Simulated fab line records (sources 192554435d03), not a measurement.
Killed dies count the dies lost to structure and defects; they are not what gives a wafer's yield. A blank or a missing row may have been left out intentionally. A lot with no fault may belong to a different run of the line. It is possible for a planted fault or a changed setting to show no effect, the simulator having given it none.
Which tool did it? || flow n5_finfet || 24 lots, 72 wafers sampled, at 4 steps of a route of 1938

== WHAT EACH GAUGE READ, for each wafer ==
N5_BEOL_M7_CD_MEAS_28 targets a cd of 40 nm. Usual: cd_nm 40.02 nm, standard deviation 0.23.
{"lot": "L074", "measured": "day 8 13:13", "on": "cd_sem-02", "cd_nm (nm)": "39.84 40.37 39.73", "flag": ""}
{"lot": "L075", "measured": "day 9 04:56", "on": "cd_sem-02", "cd_nm (nm)": "40.37 39.85 40.35", "flag": ""}
{"lot": "L076", "measured": "day 9 14:08", "on": "cd_sem-03", "cd_nm (nm)": "39.77 39.50 39.71", "flag": ""}
{"lot": "L077", "measured": "day 9 14:18", "on": "cd_sem-03", "cd_nm (nm)": "40.18 39.80 40.25", "flag": ""}
{"lot": "L078", "measured": "day 10 07:54", "on": "cd_sem-03", "cd_nm (nm)": "39.90 40.07 40.35", "flag": ""}
{"lot": "L080", "measured": "day 10 08:04", "on": "cd_sem-01", "cd_nm (nm)": "39.78 40.03 39.83", "flag": ""}
{"lot": "L079", "measured": "day 10 08:55", "on": "cd_sem-03", "cd_nm (nm)": "40.47 40.14 40.40", "flag": ""}
{"lot": "L081", "measured": "day 10 10:52", "on": "cd_sem-01", "cd_nm (nm)": "39.74 39.93 39.80", "flag": ""}
{"lot": "L082", "measured": "day 11 07:40", "on": "cd_sem-02", "cd_nm (nm)": "40.01 39.71 40.22", "flag": ""}
{"lot": "L083", "measured": "day 11 11:18", "on": "cd_sem-02", "cd_nm (nm)": "39.79 39.96 40.13", "flag": ""}
{"lot": "L084", "measured": "day 11 13:27", "on": "cd_sem-03", "cd_nm (nm)": "39.83 39.83 40.01", "flag": ""}
{"lot": "L085", "measured": "day 11 15:59", "on": "cd_sem-02", "cd_nm (nm)": "40.04 39.84 39.60", "flag": ""}
{"lot": "L087", "measured": "day 11 19:04", "on": "cd_sem-03", "cd_nm (nm)": "39.92 40.20 39.76", "flag": ""}
{"lot": "L086", "measured": "day 11 19:23", "on": "cd_sem-02", "cd_nm (nm)": "39.91 39.91 40.09", "flag": ""}
{"lot": "L088", "measured": "day 12 14:26", "on": "cd_sem-01", "cd_nm (nm)": "40.43 40.33 39.75", "flag": ""}
{"lot": "L089", "measured": "day 12 17:48", "on": "cd_sem-01", "cd_nm (nm)": "40.28 39.94 39.68", "flag": ""}
{"lot": "L090", "measured": "day 13 01:14", "on": "cd_sem-01", "cd_nm (nm)": "39.91 39.98 40.35", "flag": ""}
{"lot": "L091", "measured": "day 13 13:04", "on": "cd_sem-03", "cd_nm (nm)": "40.04 40.05 39.71", "flag": ""}
{"lot": "L092", "measured": "day 14 00:55", "on": "cd_sem-01", "cd_nm (nm)": "39.84 40.31 39.73", "flag": ""}
{"lot": "L095", "measured": "day 14 10:35", "on": "cd_sem-03", "cd_nm (nm)": "40.38 40.18 40.26", "flag": ""}
{"lot": "L093", "measured": "day 14 12:21", "on": "cd_sem-03", "cd_nm (nm)": "40.24 40.32 40.76", "flag": ""}
{"lot": "L097", "measured": "day 14 12:50", "on": "cd_sem-02", "cd_nm (nm)": "40.23 39.82 40.07", "flag": ""}
{"lot": "L094", "measured": "day 14 18:04", "on": "cd_sem-01", "cd_nm (nm)": "39.85 40.34 40.30", "flag": ""}
{"lot": "L096", "measured": "day 15 02:50", "on": "cd_sem-01", "cd_nm (nm)": "39.89 40.12 40.18", "flag": ""}

N5_BEOL_M7_THK_MEAS_53: measures by xrf. Usual: for M7_THK the level is 80.1 nm and the standard deviation is 1.5.
{"lot": "L074", "measured": "day 8 16:02", "on": "film_metro-02", "M7_THK (nm)": "81.8 79.8 81.5", "flag": ""}
{"lot": "L075", "measured": "day 9 08:49", "on": "film_metro-02", "M7_THK (nm)": "82.4 78.9 83.2", "flag": ""}
{"lot": "L076", "measured": "day 9 17:05", "on": "film_metro-02", "M7_THK (nm)": "80.9 78.9 82.3", "flag": ""}
{"lot": "L077", "measured": "day 9 18:03", "on": "film_metro-01", "M7_THK (nm)": "82.3 78.2 80.9", "flag": ""}
{"lot": "L078", "measured": "day 10 11:17", "on": "film_metro-02", "M7_THK (nm)": "80.1 81.4 80.4", "flag": ""}
{"lot": "L080", "measured": "day 10 12:03", "on": "film_metro-01", "M7_THK (nm)": "81.1 79.2 77.9", "flag": ""}
{"lot": "L079", "measured": "day 10 12:11", "on": "film_metro-01", "M7_THK (nm)": "80.5 82.7 81.1", "flag": ""}
{"lot": "L081", "measured": "day 10 15:32", "on": "film_metro-02", "M7_THK (nm)": "80.2 82.0 80.0", "flag": ""}
{"lot": "L082", "measured": "day 11 10:52", "on": "film_metro-01", "M7_THK (nm)": "80.3 83.1 80.5", "flag": ""}
{"lot": "L083", "measured": "day 11 14:20", "on": "film_metro-01", "M7_THK (nm)": "77.6 80.3 79.0", "flag": ""}
{"lot": "L084", "measured": "day 11 17:49", "on": "film_metro-01", "M7_THK (nm)": "78.9 79.7 79.5", "flag": ""}
{"lot": "L085", "measured": "day 11 18:46", "on": "film_metro-02", "M7_THK (nm)": "81.4 80.8 80.7", "flag": ""}
{"lot": "L087", "measured": "day 11 22:20", "on": "film_metro-01", "M7_THK (nm)": "79.3 82.4 79.1", "flag": ""}
{"lot": "L086", "measured": "day 11 23:04", "on": "film_metro-01", "M7_THK (nm)": "77.2 81.4 78.1", "flag": ""}
{"lot": "L088", "measured": "day 12 19:02", "on": "film_metro-01", "M7_THK (nm)": "82.7 78.8 76.9", "flag": ""}
{"lot": "L089", "measured": "day 12 23:09", "on": "film_metro-02", "M7_THK (nm)": "79.8 81.4 78.9", "flag": ""}
{"lot": "L090", "measured": "day 13 05:55", "on": "film_metro-02", "M7_THK (nm)": "79.0 79.5 77.5", "flag": ""}
{"lot": "L091", "measured": "day 13 17:25", "on": "film_metro-02", "M7_THK (nm)": "79.3 79.3 79.1", "flag": ""}
{"lot": "L092", "measured": "day 14 04:52", "on": "film_metro-02", "M7_THK (nm)": "80.5 81.2 78.8", "flag": ""}
{"lot": "L095", "measured": "day 14 13:40", "on": "film_metro-01", "M7_THK (nm)": "80.5 78.6 82.6", "flag": ""}
{"lot": "L093", "measured": "day 14 16:01", "on": "film_metro-01", "M7_THK (nm)": "81.9 82.3 82.5", "flag": ""}
{"lot": "L097", "measured": "day 14 16:41", "on": "film_metro-01", "M7_THK (nm)": "80.6 80.4 80.6", "flag": ""}
{"lot": "L094", "measured": "day 14 21:06", "on": "film_metro-02", "M7_THK (nm)": "78.8 80.2 78.9", "flag": ""}
{"lot": "L096", "measured": "day 15 06:56", "on": "film_metro-02", "M7_THK (nm)": "79.9 78.0 77.2", "flag": ""}

N5_BEOL_M8_INSPECT_13: inspects for defects (brightfield). Usual: raw_defect_count 469, standard deviation 120.
{"lot": "L074", "measured": "day 8 18:50", "on": "defect_inspect-01", "raw_defect_count": "413 342 313", "flag": ""}
{"lot": "L075", "measured": "day 9 11:29", "on": "defect_inspect-02", "raw_defect_count": "571 525 535", "flag": ""}
{"lot": "L076", "measured": "day 9 20:11", "on": "defect_inspect-02", "raw_defect_count": "391 653 426", "flag": ""}
{"lot": "L077", "measured": "day 9 20:26", "on": "defect_inspect-01", "raw_defect_count": "454 404 341", "flag": ""}
{"lot": "L078", "measured": "day 10 13:25", "on": "defect_inspect-01", "raw_defect_count": "312 349 530", "flag": ""}
{"lot": "L080", "measured": "day 10 14:10", "on": "defect_inspect-02", "raw_defect_count": "508 547 440", "flag": ""}
{"lot": "L079", "measured": "day 10 14:22", "on": "defect_inspect-02", "raw_defect_count": "380 366 467", "flag": ""}
{"lot": "L081", "measured": "day 10 17:19", "on": "defect_inspect-01", "raw_defect_count": "418 530 460", "flag": ""}
{"lot": "L082", "measured": "day 11 12:44", "on": "defect_inspect-01", "raw_defect_count": "419 462 485", "flag": ""}
{"lot": "L083", "measured": "day 11 17:28", "on": "defect_inspect-02", "raw_defect_count": "582 478 457", "flag": ""}
{"lot": "L084", "measured": "day 11 20:38", "on": "defect_inspect-01", "raw_defect_count": "876 676 471", "flag": ""}
{"lot": "L085", "measured": "day 11 20:47", "on": "defect_inspect-02", "raw_defect_count": "483 516 345", "flag": ""}
{"lot": "L087", "measured": "day 12 00:50", "on": "defect_inspect-01", "raw_defect_count": "601 419 562", "flag": ""}
{"lot": "L086", "measured": "day 12 02:25", "on": "defect_inspect-01", "raw_defect_count": "669 444 617", "flag": ""}
{"lot": "L088", "measured": "day 12 22:55", "on": "defect_inspect-02", "raw_defect_count": "430 462 282", "flag": ""}
{"lot": "L089", "measured": "day 13 01:55", "on": "defect_inspect-02", "raw_defect_count": "433 305 379", "flag": ""}
{"lot": "L090", "measured": "day 13 07:29", "on": "defect_inspect-01", "raw_defect_count": "511 477 418", "flag": ""}
{"lot": "L091", "measured": "day 13 21:02", "on": "defect_inspect-01", "raw_defect_count": "370 374 478", "flag": ""}
{"lot": "L092", "measured": "day 14 07:00", "on": "defect_inspect-02", "raw_defect_count": "420 340 372", "flag": ""}
{"lot": "L095", "measured": "day 14 16:03", "on": "defect_inspect-02", "raw_defect_count": "364 428 326", "flag": ""}
{"lot": "L093", "measured": "day 14 19:14", "on": "defect_inspect-01", "raw_defect_count": "603 387 374", "flag": ""}
{"lot": "L097", "measured": "day 14 19:16", "on": "defect_inspect-01", "raw_defect_count": "632 423 600", "flag": ""}
{"lot": "L094", "measured": "day 15 00:26", "on": "defect_inspect-02", "raw_defect_count": "519 405 823", "flag": ""}
{"lot": "L096", "measured": "day 15 08:40", "on": "defect_inspect-02", "raw_defect_count": "525 485 430", "flag": ""}

== WHAT TOOL EACH LOT RAN ON (gives the tool, then ch and the chambers of the sampled wafers, and finally the start) ==
{"lot": "L074", "N5_BEOL_M7_STRIP_36": "rie_diel-06 ch 0,3, day 8 13:34"}
{"lot": "L075", "N5_BEOL_M7_STRIP_36": "rie_diel-01 ch 1,2,3, day 9 05:17"}
{"lot": "L076", "N5_BEOL_M7_STRIP_36": "rie_diel-02 ch 0,1,2, day 9 14:29"}
{"lot": "L077", "N5_BEOL_M7_STRIP_36": "rie_diel-06 ch 0,2,3, day 9 14:49"}
{"lot": "L078", "N5_BEOL_M7_STRIP_36": "rie_diel-06 ch 0,1, day 10 09:02"}
{"lot": "L080", "N5_BEOL_M7_STRIP_36": "rie_diel-01 ch 0,1,2, day 10 09:27"}
{"lot": "L079", "N5_BEOL_M7_STRIP_36": "rie_diel-01 ch 0,1,3, day 10 09:51"}
{"lot": "L081", "N5_BEOL_M7_STRIP_36": "rie_diel-01 ch 1,2,3, day 10 12:35"}
{"lot": "L082", "N5_BEOL_M7_STRIP_36": "rie_diel-06 ch 0,1,3, day 11 08:01"}
{"lot": "L083", "N5_BEOL_M7_STRIP_36": "rie_diel-01 ch 0,1,3, day 11 11:39"}
{"lot": "L084", "N5_BEOL_M7_STRIP_36": "rie_diel-06 ch 0,1, day 11 13:48"}
{"lot": "L085", "N5_BEOL_M7_STRIP_36": "rie_diel-02 ch 0,1,2, day 11 16:20"}
{"lot": "L087", "N5_BEOL_M7_STRIP_36": "rie_diel-01 ch 0,1,2, day 11 19:25"}
{"lot": "L086", "N5_BEOL_M7_STRIP_36": "rie_diel-06 ch 2,3, day 11 20:04"}
{"lot": "L088", "N5_BEOL_M7_STRIP_36": "rie_diel-02 ch 2,3, day 12 15:02"}
{"lot": "L089", "N5_BEOL_M7_STRIP_36": "rie_diel-01 ch 0,2,3, day 12 18:14"}
{"lot": "L090", "N5_BEOL_M7_STRIP_36": "rie_diel-01 ch 0,1,2, day 13 01:55"}
{"lot": "L091", "N5_BEOL_M7_STRIP_36": "rie_diel-06 ch 1,2, day 13 13:25"}
{"lot": "L092", "N5_BEOL_M7_STRIP_36": "rie_diel-02 ch 1,2,3, day 14 01:17"}
{"lot": "L095", "N5_BEOL_M7_STRIP_36": "rie_diel-02 ch 1,3, day 14 11:04"}
{"lot": "L093", "N5_BEOL_M7_STRIP_36": "rie_diel-06 ch 0,3, day 14 12:53"}
{"lot": "L097", "N5_BEOL_M7_STRIP_36": "rie_diel-06 ch 1,3, day 14 13:17"}
{"lot": "L094", "N5_BEOL_M7_STRIP_36": "rie_diel-01 ch 1,3, day 14 18:31"}
{"lot": "L096", "N5_BEOL_M7_STRIP_36": "rie_diel-01 ch 0,1,2, day 15 03:21"}
- N5_BEOL_M7_STRIP_36: strips in N2/H2.

== AS READ BY THE TOOLS THEMSELVES (means over the sampled wafers that have a number; for cases with no such wafer, the mark the record gives instead) ==
N5_BEOL_M7_STRIP_36. Usual: drypump_motor_current_A 5.7 A, standard deviation 0.51; n2_flow_sccm 200.0 sccm, standard deviation 0.64; oes_product_au 0.80 a.u., standard deviation 0.083; rf_vpp_V 59.1 V, standard deviation 1.4; showerhead_plenum_p_Torr 2.51 Torr, standard deviation 0.081; throttle_valve_pct 23.53 %, standard deviation 0.25.
{"lot": "L074", "tool": "rie_diel-06", "drypump_motor_current_A (A)": 5.8, "n2_flow_sccm (sccm)": 198.8, "oes_product_au (a.u.)": 0.92, "rf_vpp_V (V)": 59.6, "showerhead_plenum_p_Torr (Torr)": 2.48, "throttle_valve_pct (%)": 23.22, "flag": ""}
{"lot": "L075", "tool": "rie_diel-01", "drypump_motor_current_A (A)": 5.1, "n2_flow_sccm (sccm)": 199.8, "oes_product_au (a.u.)": 0.80, "rf_vpp_V (V)": 57.7, "showerhead_plenum_p_Torr (Torr)": 2.46, "throttle_valve_pct (%)": 23.43, "flag": ""}
{"lot": "L076", "tool": "rie_diel-02", "drypump_motor_current_A (A)": 6.0, "n2_flow_sccm (sccm)": 200.2, "oes_product_au (a.u.)": 0.87, "rf_vpp_V (V)": 61.7, "showerhead_plenum_p_Torr (Torr)": 2.49, "throttle_valve_pct (%)": 23.49, "flag": ""}
{"lot": "L077", "tool": "rie_diel-06", "drypump_motor_current_A (A)": 5.8, "n2_flow_sccm (sccm)": 200.2, "oes_product_au (a.u.)": 0.82, "rf_vpp_V (V)": 58.0, "showerhead_plenum_p_Torr (Torr)": 2.48, "throttle_valve_pct (%)": 23.35, "flag": ""}
{"lot": "L078", "tool": "rie_diel-06", "drypump_motor_current_A (A)": 6.4, "n2_flow_sccm (sccm)": 200.2, "oes_product_au (a.u.)": 0.88, "rf_vpp_V (V)": 58.6, "showerhead_plenum_p_Torr (Torr)": 2.61, "throttle_valve_pct (%)": 23.53, "flag": ""}
{"lot": "L080", "tool": "rie_diel-01", "drypump_motor_current_A (A)": 5.5, "n2_flow_sccm (sccm)": 199.7, "oes_product_au (a.u.)": 0.76, "rf_vpp_V (V)": 58.5, "showerhead_plenum_p_Torr (Torr)": 2.51, "throttle_valve_pct (%)": 23.64, "flag": ""}
{"lot": "L079", "tool": "rie_diel-01", "drypump_motor_current_A (A)": 5.4, "n2_flow_sccm (sccm)": 199.6, "oes_product_au (a.u.)": 0.76, "rf_vpp_V (V)": 59.3, "showerhead_plenum_p_Torr (Torr)": 2.51, "throttle_valve_pct (%)": 23.61, "flag": ""}
{"lot": "L081", "tool": "rie_diel-01", "drypump_motor_current_A (A)": 5.1, "n2_flow_sccm (sccm)": 199.7, "oes_product_au (a.u.)": 0.79, "rf_vpp_V (V)": 57.0, "showerhead_plenum_p_Torr (Torr)": 2.45, "throttle_valve_pct (%)": 23.44, "flag": ""}
{"lot": "L082", "tool": "rie_diel-06", "drypump_motor_current_A (A)": 6.1, "n2_flow_sccm (sccm)": 199.6, "oes_product_au (a.u.)": 0.85, "rf_vpp_V (V)": 60.8, "showerhead_plenum_p_Torr (Torr)": 2.54, "throttle_valve_pct (%)": 23.44, "flag": ""}
{"lot": "L083", "tool": "rie_diel-01", "drypump_motor_current_A (A)": 5.4, "n2_flow_sccm (sccm)": 199.7, "oes_product_au (a.u.)": 0.77, "rf_vpp_V (V)": 60.1, "showerhead_plenum_p_Torr (Torr)": 2.51, "throttle_valve_pct (%)": 23.62, "flag": ""}
{"lot": "L084", "tool": "rie_diel-06", "drypump_motor_current_A (A)": 6.4, "n2_flow_sccm (sccm)": 200.4, "oes_product_au (a.u.)": 0.86, "rf_vpp_V (V)": 58.3, "showerhead_plenum_p_Torr (Torr)": 2.61, "throttle_valve_pct (%)": 23.56, "flag": ""}
{"lot": "L085", "tool": "rie_diel-02", "drypump_motor_current_A (A)": 6.0, "n2_flow_sccm (sccm)": 199.8, "oes_product_au (a.u.)": 0.84, "rf_vpp_V (V)": 59.3, "showerhead_plenum_p_Torr (Torr)": 2.49, "throttle_valve_pct (%)": 23.50, "flag": ""}
{"lot": "L087", "tool": "rie_diel-01", "drypump_motor_current_A (A)": 5.5, "n2_flow_sccm (sccm)": 200.1, "oes_product_au (a.u.)": 0.75, "rf_vpp_V (V)": 58.6, "showerhead_plenum_p_Torr (Torr)": 2.51, "throttle_valve_pct (%)": 23.68, "flag": ""}
{"lot": "L086", "tool": "rie_diel-06", "drypump_motor_current_A (A)": 5.8, "n2_flow_sccm (sccm)": 200.6, "oes_product_au (a.u.)": 0.72, "rf_vpp_V (V)": 59.0, "showerhead_plenum_p_Torr (Torr)": 2.49, "throttle_valve_pct (%)": 23.46, "flag": ""}
{"lot": "L088", "tool": "rie_diel-02", "drypump_motor_current_A (A)": 5.7, "n2_flow_sccm (sccm)": 200.0, "oes_product_au (a.u.)": 0.76, "rf_vpp_V (V)": 58.2, "showerhead_plenum_p_Torr (Torr)": 2.57, "throttle_valve_pct (%)": 23.74, "flag": ""}
{"lot": "L089", "tool": "rie_diel-01", "drypump_motor_current_A (A)": 5.2, "n2_flow_sccm (sccm)": 199.9, "oes_product_au (a.u.)": 0.77, "rf_vpp_V (V)": 59.5, "showerhead_plenum_p_Torr (Torr)": 2.51, "throttle_valve_pct (%)": 23.72, "flag": ""}
{"lot": "L090", "tool": "rie_diel-01", "drypump_motor_current_A (A)": 5.5, "n2_flow_sccm (sccm)": 200.0, "oes_product_au (a.u.)": 0.74, "rf_vpp_V (V)": 59.8, "showerhead_plenum_p_Torr (Torr)": 2.50, "throttle_valve_pct (%)": 23.69, "flag": ""}
{"lot": "L091", "tool": "rie_diel-06", "drypump_motor_current_A (A)": 5.9, "n2_flow_sccm (sccm)": 199.8, "oes_product_au (a.u.)": 0.73, "rf_vpp_V (V)": 59.5, "showerhead_plenum_p_Torr (Torr)": 2.56, "throttle_valve_pct (%)": 23.55, "flag": ""}
{"lot": "L092", "tool": "rie_diel-02", "drypump_motor_current_A (A)": 5.9, "n2_flow_sccm (sccm)": 200.5, "oes_product_au (a.u.)": 0.82, "rf_vpp_V (V)": 59.4, "showerhead_plenum_p_Torr (Torr)": 2.52, "throttle_valve_pct (%)": 23.60, "flag": ""}
{"lot": "L095", "tool": "rie_diel-02", "drypump_motor_current_A (A)": 5.9, "n2_flow_sccm (sccm)": 200.1, "oes_product_au (a.u.)": 0.80, "rf_vpp_V (V)": 59.2, "showerhead_plenum_p_Torr (Torr)": 2.52, "throttle_valve_pct (%)": 23.51, "flag": ""}
{"lot": "L093", "tool": "rie_diel-06", "drypump_motor_current_A (A)": 5.9, "n2_flow_sccm (sccm)": 200.0, "oes_product_au (a.u.)": 0.83, "rf_vpp_V (V)": 59.3, "showerhead_plenum_p_Torr (Torr)": 2.46, "throttle_valve_pct (%)": 23.38, "flag": ""}
{"lot": "L097", "tool": "rie_diel-06", "drypump_motor_current_A (A)": 6.1, "n2_flow_sccm (sccm)": 200.7, "oes_product_au (a.u.)": 0.81, "rf_vpp_V (V)": 59.3, "showerhead_plenum_p_Torr (Torr)": 2.52, "throttle_valve_pct (%)": 23.57, "flag": ""}
{"lot": "L094", "tool": "rie_diel-01", "drypump_motor_current_A (A)": 5.4, "n2_flow_sccm (sccm)": 199.8, "oes_product_au (a.u.)": 0.74, "rf_vpp_V (V)": 58.1, "showerhead_plenum_p_Torr (Torr)": 2.43, "throttle_valve_pct (%)": 23.41, "flag": ""}
{"lot": "L096", "tool": "rie_diel-01", "drypump_motor_current_A (A)": 5.5, "n2_flow_sccm (sccm)": 200.3, "oes_product_au (a.u.)": 0.73, "rf_vpp_V (V)": 60.1, "showerhead_plenum_p_Torr (Torr)": 2.50, "throttle_valve_pct (%)": 23.70, "flag": ""}

== THE ANSWER, worked out from the rows above alone ==
Rule: lot off if the mean of its wafers having a number is beyond 3 standard deviations from the usual mean. A lot without any number at a reading at which 4 lots or more have one is off too. Where the step has rows for the other lots, those lots are counted as sound. After the gauges, taken in route order, come the tools' own readings; for these a lot's mean is taken, as printed above. At the first step where some lot is off, the reading lying furthest off is the one used; lots without a number count as furthest.
Across all readings shown, no lot is off: no conclusion can be drawn from this.

== WHAT THE SIMULATOR HAD INSERTED ==
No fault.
